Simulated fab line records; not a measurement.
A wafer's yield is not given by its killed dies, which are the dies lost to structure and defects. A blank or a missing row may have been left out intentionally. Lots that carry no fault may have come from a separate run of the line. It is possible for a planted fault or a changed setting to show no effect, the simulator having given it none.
Code-filled problem report in 8D (eight disciplines) form :: flow n5_finfet :: the parts of the form that need people (team, actions taken, sign-off) are left out

== 1. THE PROBLEM ==
At N5_HKMG_FIN_COAT_66, run_length_s averages 72.3 s over 3 wafers from 2 lots, while fault-free wafers read 66.3 s, standard deviation 0.32. That is +19 standard deviations from the usual mean.
The step: time 60 s, resist thk 300 nm.
First observed at day 6 02:28: wafer L744.6, on litho_track-02. Wafers with a number at this step in the record: 32, from 11 lots. By rule, "out" or "out of limits" means more than 4 standard deviations away from the usual mean. Any other wafer with a number is counted as sound.

== 2. WHAT IT IS; WHAT IT IS NOT ==
question: which readings at this step
is: run_length_s
is not: -

question: which lots
is: L744, L749
is not: L737, L738, L739, L751, L752, L753, L754, L756, L760

question: which wafers of those lots
is: L744.6, L749.4, L749.6
is not: L744.5, L749.2

question: read on which tools
is: litho_track-02
is not: litho_track-01, litho_track-04

question: when
is: from day 6 02:28
is not: up to then (10 sound wafers); but 19 sound wafers of L749, L751, L752, L753, L754, L756, L760 came after

== 3. WHAT RULES OUT EACH SUSPECT ==
Counting: a tool at a process step up to the reading stays a suspect if it ran every lot that is out. Sound lots after the first of them don't rule it out here, since some wafers of a struck lot are sound.
- litho_track-02 at N5_HKMG_FIN_COAT_66 (time 60 s, resist thk 300 nm): kept. It processed each lot that is out (first: L744, day 6 02:28); up to then, its last sound lot is L739 (day 4 19:44). Its own run_length_s readings are out on those wafers.
Left after counting: litho_track-02 at N5_HKMG_FIN_COAT_66.

== 4. THE CAUSE (what the simulator had put in) ==
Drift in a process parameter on litho_track-02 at N5_HKMG_FIN_COAT_66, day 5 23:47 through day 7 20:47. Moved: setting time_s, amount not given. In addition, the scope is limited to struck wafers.
Counting left only this tool.

== 5. THE EFFECT CHAIN, in route order ==
One row per reading whose mean, taken over the struck wafers that have a number, lies over 3 standard deviations from the usual. Only readings whose record carries a usual standard deviation are examined. hours: median over the lots of the time between each lot's start at the first step of this table that gives one and its start at this step. sigmas: the change, counted in usual standard deviations.
hours: 0
step: N5_HKMG_FIN_COAT_66
reading: run_length_s
usual: 66.3 s
on struck wafers: 72.3
change: +6.0
sigmas: +19
Its process steps:
- N5_HKMG_FIN_COAT_66: time 60 s, resist thk 300 nm.

== 6. WHAT WOULD HAVE CAUGHT IT SOONER ==
First out-of-limits reading in this record: day 6 02:28, which is 3 hours after fault onset at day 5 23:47.
